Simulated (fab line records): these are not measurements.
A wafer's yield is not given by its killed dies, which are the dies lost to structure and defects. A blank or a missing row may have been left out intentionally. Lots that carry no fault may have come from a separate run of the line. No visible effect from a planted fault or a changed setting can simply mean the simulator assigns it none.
fab line records	flow nandHarc
[record] lots = 6	wafers = 17	lastDay = 23
route steps=1159 shown A_SLIT@801 A_SIN_REMOVE@804 A_WL_FILL@809 A_CONTACT@840 END@1159
lots that met no fault: taken from a fault-free run of the same line
startH: hours from the record's opening day to when the first of the lot's shown wafers began	waitH: how many hours have passed since the lot's step before this one	" the same as in the row above	L1.1+2: one row covering several wafers at once	- no value, or no start given	* or withheld: withheld	< > ~ a bound
route shown NAME@n: a module of which the file shows steps, and the number in the route of the first	usual: average and standard deviation across the fault-free wafers	same: alike in all rows	chamber/n: place in a boat	sites: each site's reading	_std_site: the standard deviation of these	_edge_site: mean of outer sites minus mean of inner sites	radiusMm: how far each site lies from the wafer's centre	mask NAME#n: copy n	behind: the tool/chamber that last shaped the wafer	hold: why the lot was held/for how many hours/how that ended	device: names the non-switching transistor (n, p or np)	end of line: the same wafers' tests at the end of the route	a step without rows: its recipe alone	killed: dies lost to structure and defects at the first sort, not the wafer's yield	map: the dies of a wafer, with x for killed, . for not killed, _ for no die there
set.NAME: the run value of the setting; set.NAME@STEP: its run value at that earlier step	model.NAME: the simulator's own value behind a step, which no gauge read
lots at selected steps of the route; one table per step, one row per wafer
services: when a tool's chamber went out of use (startH, in hours from the record's first day, below 0 if earlier), for how many hours, and the reason
[[steps]]
[step NHARC_A_SLIT_PRECLEAN_19]
[recipe] timeS = *	tempC = 50	bathAgeMin = 0	chemistry = SC1
[step NHARC_A_SLIT_SRD_20]
[step NHARC_A_SLIT_CD_MEAS_21]
[usual] cdNm = 289.7/1
lot.wafer	tool	chamber	startH	waitH	cdNm
L657.1	cdSem-03	-	337.45	-	290.5
L657.2	"	-	"	"	291.2
L657.5	"	-	"	"	290.1
L659.2	cdSem-02	-	356.57	-	291.4
L659.3	"	-	"	"	290.6
L659.4	"	-	"	"	291.4
L666.3	cdSem-01	-	395.63	-	289.9
L666.6	"	-	"	"	289.9
L670.1	cdSem-01	-	397.31	-	289.2
L670.4	"	-	"	"	289.5
L670.5	"	-	"	"	289.6
L672.1	cdSem-03	-	424.46	-	289.7
L672.2	"	-	"	"	289.7
L672.3	"	-	"	"	288.7
L674.1	cdSem-02	-	433.77	-	289.5
L674.2	"	-	"	"	288.0
L674.3	"	-	"	"	289.8
[step NHARC_A_SIN_REMOVE_WET_00]
[recipe] tempC = 160	timeS = 15300	chemistry = H3PO4
[step NHARC_A_SIN_REMOVE_PRECLEAN_01]
[recipe] timeS = *	tempC = 50	bathAgeMin = 0	chemistry = SC1
[step NHARC_A_SIN_REMOVE_SRD_02]
[step NHARC_A_SIN_REMOVE_INSPECT_04]
[usual] rawDefectCount = 302/71
lot.wafer	tool	chamber	startH	waitH	rawDefectCount
L657.1	defectInspect-01	-	344.61	0.0	317
L657.2	"	-	"	"	318
L657.5	"	-	"	"	345
L659.2	defectInspect-01	-	362.59	0.0	208
L659.3	"	-	"	"	205
L659.4	"	-	"	"	346
L666.3	defectInspect-01	-	401.68	0.0	244
L666.6	"	-	"	"	192
L670.1	defectInspect-02	-	405.04	0.0	345
L670.4	"	-	"	"	422
L670.5	"	-	"	"	347
L672.1	defectInspect-01	-	432.11	0.0	242
L672.2	"	-	"	"	263
L672.3	"	-	"	"	242
L674.1	defectInspect-02	-	441.45	0.0	246
L674.2	"	-	"	"	294
L674.3	"	-	"	"	251
[step NHARC_A_WL_FILL_ALD_00]
[recipe] targetThkA = 30	pulseTimeS = 3	aldCycles = 30	tempC = 300	material = Al2O3
[usual] heaterPowerW = 470/36	precursorPulseHeightRel = 0.998/0.019
lot.wafer	tool	chamber	startH	waitH	heaterPowerW	precursorPulseHeightRel
L657.2	aldHk-04	0	344.71	0.1	440	0.975
L657.1	"	1	"	"	490	0.996
L657.5	"	3	"	"	443	0.978
L659.3	aldHk-02	0	362.65	0.1	487	1.001
L659.2	"	2	"	"	556	1.012
L659.4	"	3	"	"	418	1.041
L666.3	aldHk-02	2	401.80	0.1	562	1.035
L666.6	"	0	"	"	492	0.992
L670.1	aldHk-04	3	405.13	0.1	442	1.003
L670.4	"	1	"	"	471	0.997
L670.5	"	3	"	"	424	0.982
L672.3	aldHk-02	3	434.60	2.5	417	0.997
L672.2	"	0	"	"	478	0.963
L672.1	"	2	"	"	550	0.990
L674.3	aldHk-04	1	441.52	0.1	451	0.984
L674.2	"	2	"	"	440	0.989
L674.1	"	3	"	"	441	0.986
[step NHARC_A_WL_FILL_RTA_01]
[recipe] tempC = 1000	timeS = 5
[step NHARC_A_WL_FILL_ALD_02]
[recipe] targetThkA = 20	pulseTimeS = 3	aldCycles = 100	tempC = 450	material = TiN
[usual] heaterPowerW = 1074/75	precursorPulseHeightRel = 1.002/0.021
lot.wafer	tool	chamber	startH	waitH	heaterPowerW	precursorPulseHeightRel
L657.2	aldMetal-04	1	345.32	0.2	975	1.012
L657.1	"	2	"	"	1156	1.005
L657.5	"	1	"	"	934	0.985
L659.2	aldMetal-03	3	363.13	0.2	1111	1.005
L659.3	"	0	"	"	1016	1.008
L659.4	"	2	"	"	1173	0.980
L666.3	aldMetal-02	1	402.29	0.2	982	1.007
L666.6	"	0	"	"	1091	0.994
L670.1	aldMetal-02	3	405.59	0.2	1049	1.023
L670.4	"	1	"	"	970	0.996
L670.5	"	0	"	"	1074	0.991
L672.1	aldMetal-03	3	435.29	0.2	1058	1.038
L672.3	"	0	"	"	1000	1.035
L672.2	"	1	"	"	983	1.015
L674.1	aldMetal-03	3	442.28	0.3	1064	0.995
L674.2	"	0	"	"	1020	1.027
L674.3	"	1	"	"	965	0.971
[step NHARC_A_WL_FILL_CVD_03]
[recipe] targetThkA = 400	tempC = 300	pressureTorr = 40	wf6FlowSccm = 40	h2FlowSccm = 1600	arFlowSccm = 1560	timeS = 3302	material = W
[usual] heaterPowerW = 501/77	throttleValvePct = 7.95/0.17
lot.wafer	tool	chamber	startH	waitH	heaterPowerW	throttleValvePct
L657.2	cvdW-02	1	350.24	4.5	498	8.07
L657.1	"	0	"	"	385	7.93
L657.5	"	1	352.14	6.4	524	8.21
L659.2	cvdW-02	1	363.57	0.1	509	8.54
L659.4	"	1	"	"	515	8.19
L659.3	"	0	"	"	390	7.96
L666.3	cvdW-02	0	404.03	1.4	387	7.98
L666.6	"	0	"	"	395	7.84
L670.1	cvdW-01	0	409.20	3.2	458	7.75
L670.4	"	0	"	"	473	8.09
L670.5	"	1	411.56	5.6	608	8.05
L672.2	cvdW-01	1	435.69	0.1	607	8.16
L672.1	"	0	"	"	463	7.91
L672.3	"	1	"	"	600	7.73
L674.2	cvdW-01	1	447.43	4.8	590	7.91
L674.1	"	0	"	"	478	7.92
L674.3	"	0	"	"	460	8.00
[step NHARC_A_WL_FILL_ETCHBACK_04]
[recipe] targetDepthA = 600	timeS = 120	chemistry = NF3
[step NHARC_A_WL_FILL_ETCHBACK_05]
[recipe] targetDepthA = 220	timeS = 60	tempC = 40	chemistry = Cl2/BCl3
[usual] drypumpMotorCurrentA = 5.77/0.23	oesProductAu = 1.001/0.011
lot.wafer	tool	chamber	startH	waitH	drypumpMotorCurrentA	oesProductAu	rfHoursCounterH
L657.2	rieMetal-01	1	353.81	0.2	5.99	1.002	0.4
L657.1	"	0	"	"	5.79	1.021	0.4
L657.5	"	1	"	"	6.00	1.006	-
L659.2	rieMetal-01	1	367.12	0.2	6.01	0.999	0.9
L659.3	"	1	"	"	6.02	0.989	-
L659.4	"	0	"	"	5.80	1.017	-
L666.3	rieMetal-03	0	406.16	0.1	5.83	0.992	-
L666.6	"	0	"	"	5.82	0.991	-
L670.1	rieMetal-03	1	412.77	0.2	5.33	1.017	3.9
L670.4	"	1	"	"	5.35	1.010	-
L670.5	"	1	"	"	5.29	1.017	-
L672.2	rieMetal-03	0	439.31	0.2	5.83	0.995	4.3
L672.1	"	1	"	"	5.27	1.018	4.3
L672.3	"	0	"	"	5.82	0.989	-
L674.2	rieMetal-02	1	450.98	0.2	5.88	0.991	1.1
L674.1	"	0	"	"	5.65	1.010	1.1
L674.3	"	0	"	"	5.66	1.001	-
[step NHARC_A_WL_FILL_STRIP_27]
[recipe] powerW = 1500	tempC = 250	timeS = 20	chemistry = N2/H2
[usual] drypumpMotorCurrentA = 5.7/0.45	heaterPowerW = 323/18
lot.wafer	tool	chamber	startH	waitH	drypumpMotorCurrentA	heaterPowerW	rfHoursCounterH
L657.1	plasmaAsher-01	1	353.95	0.1	5.2	330	22
L657.2	"	0	"	"	5.9	310	22
L657.5	"	1	"	"	5.2	323	-
L659.2	plasmaAsher-01	1	367.42	0.3	5.2	323	31
L659.4	"	0	"	"	5.9	307	-
L659.3	"	1	"	"	5.2	323	-
L666.3	plasmaAsher-01	0	406.34	0.2	5.9	314	-
L666.6	"	1	"	"	5.2	307	-
L670.1	plasmaAsher-02	1	413.47	0.7	6.3	339	14
L670.4	"	1	"	"	6.3	354	-
L670.5	"	0	"	"	5.4	311	-
L672.2	plasmaAsher-01	1	439.45	0.1	5.2	324	51
L672.1	"	0	"	"	5.9	300	51
L672.3	"	1	"	"	5.2	327	-
L674.1	plasmaAsher-02	0	451.21	0.2	5.4	314	29
L674.2	"	1	"	"	6.3	348	29
L674.3	"	1	"	"	6.4	355	-
[step NHARC_A_WL_FILL_STRIP_28]
[recipe] timeS = 1200	tempC = 72.5	chemistry = postEtchResidueRemover
[step NHARC_A_WL_FILL_PRECLEAN_06]
[recipe] timeS = 300	chemistry = DIW
[step NHARC_A_WL_FILL_SRD_07]
[step NHARC_A_WL_FILL_ANNEAL_08]
[recipe] tempC = 450	timeS = 1800
[step NHARC_A_WL_FILL_ALD_10]
[recipe] targetThkA = 500	pulseTimeS = 10	aldCycles = 500	tempC = 300	material = SiO2
[step NHARC_A_WL_FILL_ETCHBACK_16]
[recipe] targetDepthA = 880	timeS = 17.6	c4f8FlowSccm = withheld	o2FlowSccm = 8	arFlowSccm = withheld	rfW = 600	biasW = 800	chemistry = C4F8/O2/Ar
[step NHARC_A_WL_FILL_STRIP_29]
[recipe] timeS = 20	o2FlowSccm = 500	arFlowSccm = 0	biasW = 0	chemistry = O2
[step NHARC_A_WL_FILL_ETCHBACK_17]
[recipe] targetDepthA = 40	timeS = 26.7	chemistry = Cl2/BCl3
[step NHARC_A_WL_FILL_PRECLEAN_18]
[recipe] timeS = 30	chemistry = dHF
[step NHARC_A_WL_FILL_SRD_21]
[step NHARC_A_WL_FILL_CVD_23]
[recipe] targetThkA = 400	tempC = 620	pressureMtorr = 200	timeS = 800	material = poly-Si
[step NHARC_A_WL_FILL_ETCHBACK_26]
[recipe] targetDepthA = 520	timeS = 13.3	hbrFlowSccm = 150	rfW = 350	icpW = 350	biasW = 60	chemistry = HBr
[step NHARC_A_WL_FILL_PRECLEAN_30]
[recipe] timeS = 10	chemistry = dHF
[step NHARC_A_WL_FILL_SRD_14]
[step NHARC_A_WL_FILL_ALD_19]
[recipe] targetThkA = 20	pulseTimeS = 3	aldCycles = 100	tempC = 450	material = TiN
[step NHARC_A_WL_FILL_CVD_20]
[recipe] targetThkA = 750	tempC = 300	pressureTorr = 40	wf6FlowSccm = 40	h2FlowSccm = 1600	arFlowSccm = 1560	timeS = 5064	material = W
[usual] heaterPowerW = 500/76	throttleValvePct = 7.94/0.17
lot.wafer	tool	chamber	startH	waitH	heaterPowerW	throttleValvePct
L657.2	cvdW-02	0	-	-	410	8.21
L657.1	"	1	"	"	514	8.30
L657.5	"	1	"	"	512	8.00
L659.2	cvdW-01	0	-	-	462	7.90
L659.4	"	1	"	"	603	7.73
L659.3	"	0	"	"	464	7.76
L666.3	cvdW-02	1	-	-	526	7.94
L666.6	"	0	"	"	390	7.60
L670.1	cvdW-02	0	-	-	399	7.92
L670.4	"	1	"	"	530	8.02
L670.5	"	1	"	"	510	8.14
L672.2	cvdW-02	0	-	-	394	7.79
L672.1	"	1	"	"	527	8.13
L672.3	"	1	"	"	523	8.09
L674.2	cvdW-01	0	-	-	474	7.72
L674.1	"	1	"	"	601	7.97
L674.3	"	0	"	"	471	7.76
[step NHARC_A_WL_FILL_CMP_12]
[recipe] tOverpolishS = 30	targetThkNm = 75
[step NHARC_A_WL_FILL_SRD_31]
[step NHARC_A_WL_FILL_INSPECT_15]
[usual] rawDefectCount = 422/130
lot.wafer	tool	chamber	startH	waitH	rawDefectCount
L657.1	defectInspect-02	-	374.71	0.0	704
L657.2	"	-	"	"	627
L657.5	"	-	"	"	559
L659.2	defectInspect-02	-	393.32	0.0	495
L659.3	"	-	"	"	330
L659.4	"	-	"	"	521
L666.3	defectInspect-02	-	429.89	0.0	437
L666.6	"	-	"	"	596
L670.1	defectInspect-02	-	439.98	0.0	868
L670.4	"	-	"	"	487
L670.5	"	-	"	"	494
L672.1	defectInspect-01	-	460.88	0.0	333
L672.2	"	-	"	"	331
L672.3	"	-	"	"	284
L674.1	defectInspect-02	-	472.28	0.0	405
L674.2	"	-	"	"	368
L674.3	"	-	"	"	310
[step NHARC_A_CONTACT_DEP_24]
[recipe] targetThkA = 5000	tempC = 400	pressureTorr = 6.5	rfW = 900	teosFlowSccm = 161.4	flowSccm = 2650	targetThkNm = 500	gas = O2	material = SiO2
[step NHARC_A_CONTACT_DEP_28]
[recipe] targetThkA = 36000	tempC = 400	material = aC
[step NHARC_END_SORT_01]
[recipe] tempC = 25
[usual] killedAtArray = 29/10	killedAtOther = 0.7/1.1	killedAtPeriphery = 3.2/2.2	killedDies = 33/11	killedOpen = 3.5/1.8	killedShort = 2.0/1.4
[same] grossDies = 677
lot.wafer	tool	chamber	startH	waitH	killedAtArray	killedAtOther	killedAtPeriphery	killedDies	killedOpen	killedShort
L659.3	prober-01	0	491.79	3.1	677	0	0	677	3	0
L666.3	prober-01	0	507.52	3.1	675	0	2	677	5	3
// killed by level:class
L659.3 A_WL_FILL:areaCvd=649 A_SLIT:chamberFilmFlake=11 A_CHANNEL_HOLE_D1:chamberFilmFlake=5 A_STAIRCASE:chamberFilmFlake=3 A_CONTACT:chamberFilmFlake=3 A_M1:chamberFilmFlake=3 A_ONON_D1:geometricParticle:open=1 A_CHANNEL_FILL_D1:geometricParticle:open=1
L666.3 A_WL_FILL:areaCvd=647 A_CHANNEL_HOLE_D1:chamberFilmFlake=19 A_CONTACT:chamberFilmFlake=2 P_CONTACT:geometricParticle:short=1 P_CONTACT:geometricParticle:open=1 A_SOURCE_PLATE:geometricParticle:open=1 A_CHANNEL_FILL_D1:geometricParticle:open=1 A_SGD_CUT:geometricParticle:open=1
// map L659.3 (x killed, . not)
____________x____________
_________xxxxxxx_________
_______xxxxxxxxxxx_______
______xxxxxxxxxxxxx______
_____xxxxxxxxxxxxxxx_____
____xxxxxxxxxxxxxxxxx____
____xxxxxxxxxxxxxxxxx____
___xxxxxxxxxxxxxxxxxxx___
___xxxxxxxxxxxxxxxxxxx___
__xxxxxxxxxxxxxxxxxxxxx__
__xxxxxxxxxxxxxxxxxxxxx__
_xxxxxxxxxxxxxxxxxxxxxxx_
_xxxxxxxxxxxxxxxxxxxxxxx_
_xxxxxxxxxxxxxxxxxxxxxxx_
_xxxxxxxxxxxxxxxxxxxxxxx_
_xxxxxxxxxxxxxxxxxxxxxxx_
xxxxxxxxxxxxxxxxxxxxxxxxx
xxxxxxxxxxxxxxxxxxxxxxxxx
xxxxxxxxxxxxxxxxxxxxxxxxx
xxxxxxxxxxxxxxxxxxxxxxxxx
xxxxxxxxxxxxxxxxxxxxxxxxx
_xxxxxxxxxxxxxxxxxxxxxxx_
_xxxxxxxxxxxxxxxxxxxxxxx_
_xxxxxxxxxxxxxxxxxxxxxxx_
_xxxxxxxxxxxxxxxxxxxxxxx_
_xxxxxxxxxxxxxxxxxxxxxxx_
__xxxxxxxxxxxxxxxxxxxxx__
__xxxxxxxxxxxxxxxxxxxxx__
___xxxxxxxxxxxxxxxxxxx___
___xxxxxxxxxxxxxxxxxxx___
____xxxxxxxxxxxxxxxxx____
____xxxxxxxxxxxxxxxxx____
_____xxxxxxxxxxxxxxx_____
______xxxxxxxxxxxxx______
_______xxxxxxxxxxx_______
_________xxxxxxx_________
____________x____________
// map L666.3 (x killed, . not)
____________x____________
_________xxxxxxx_________
_______xxxxxxxxxxx_______
______xxxxxxxxxxxxx______
_____xxxxxxxxxxxxxxx_____
____xxxxxxxxxxxxxxxxx____
____xxxxxxxxxxxxxxxxx____
___xxxxxxxxxxxxxxxxxxx___
___xxxxxxxxxxxxxxxxxxx___
__xxxxxxxxxxxxxxxxxxxxx__
__xxxxxxxxxxxxxxxxxxxxx__
_xxxxxxxxxxxxxxxxxxxxxxx_
_xxxxxxxxxxxxxxxxxxxxxxx_
_xxxxxxxxxxxxxxxxxxxxxxx_
_xxxxxxxxxxxxxxxxxxxxxxx_
_xxxxxxxxxxxxxxxxxxxxxxx_
xxxxxxxxxxxxxxxxxxxxxxxxx
xxxxxxxxxxxxxxxxxxxxxxxxx
xxxxxxxxxxxxxxxxxxxxxxxxx
xxxxxxxxxxxxxxxxxxxxxxxxx
xxxxxxxxxxxxxxxxxxxxxxxxx
_xxxxxxxxxxxxxxxxxxxxxxx_
_xxxxxxxxxxxxxxxxxxxxxxx_
_xxxxxxxxxxxxxxxxxxxxxxx_
_xxxxxxxxxxxxxxxxxxxxxxx_
_xxxxxxxxxxxxxxxxxxxxxxx_
__xxxxxxxxxxxxxxxxxxxxx__
__xxxxxxxxxxxxxxxxxxxxx__
___xxxxxxxxxxxxxxxxxxx___
___xxxxxxxxxxxxxxxxxxx___
____xxxxxxxxxxxxxxxxx____
____xxxxxxxxxxxxxxxxx____
_____xxxxxxxxxxxxxxx_____
______xxxxxxxxxxxxx______
_______xxxxxxxxxxx_______
_________xxxxxxx_________
____________x____________
[[services]]
tool	chamber	startH	hours	kind
aldMetal-03	-	322.00	10.0	pm
rieMetal-01	-	332.00	9.0	pm
rieMetal-02	-	345.89	0.8	repair
plasmaAsher-02	-	360.00	9.0	pm
cvdW-01	-	363.77	0.2	repair
aldMetal-02	-	364.00	10.0	pm
aldMetal-03	-	364.20	0.6	repair
cvdW-02	-	379.08	13.0	pm
cvdW-02	0	379.08	13.0	ventCycle
rieMetal-02	-	388.00	9.0	pm
aldMetal-04	-	390.74	2.7	repair
rieMetal-01	0	403.33	64.6	repair
aldMetal-04	-	406.00	10.0	pm
aldMetal-02	-	409.27	1.3	repair
plasmaAsher-01	-	411.55	8.2	repair
aldMetal-04	-	417.38	0.8	repair
aldHk-02	-	427.00	3.7	repair
rieMetal-02	-	429.58	0.5	repair
aldMetal-04	1	435.85	26.4	repair
rieMetal-01	-	438.66	15.0	repair
aldMetal-02	1	449.21	30.4	repair
plasmaAsher-01	-	453.00	9.0	pm
rieMetal-03	-	453.00	9.0	pm
aldHk-02	-	462.71	10.0	pm
[[key]]
[firstSign] step = NHARC_END_SORT_01	reading = killedAtArray	direction = up	sigmas = 63	usual = 29	struck = 676
[effect] step = NHARC_END_SORT_01	reading = killedDies	direction = up	sigmas = 61	usual = 33	struck = 677
[moreKillsBornAt] NHARC_A_WL_FILL_CVD_03@cvdW-02 = 1296
metAt NHARC_A_WL_FILL_CVD_03
struckWafers L659.3,L666.3
laterRowsLeftOut L659.3,L666.3
testerLeftOut L659,L666
[fault] kind = processParameterDrift	tool = cvdW-02	chamber = -	onsetH = 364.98	steps = NHARC_A_WL_FILL_CVD_03	channel = targetThkA	offset = *	shape = step	endH = 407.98	scope = struckWafersOnly	actsIn = *	stated = *
// testerLeftOut: of these lots the tester's yield and bins aren't shown, on N5 and GAA mostly nor the transistor test; their killed dies are dies lost to structure and defects alone, not to doping, threshold or leakage, so they don't give the yield
// laterRowsLeftOut: the simulator's readings of these wafers behind a module that went badly wrong aren't trusted and aren't shown, but for the sort
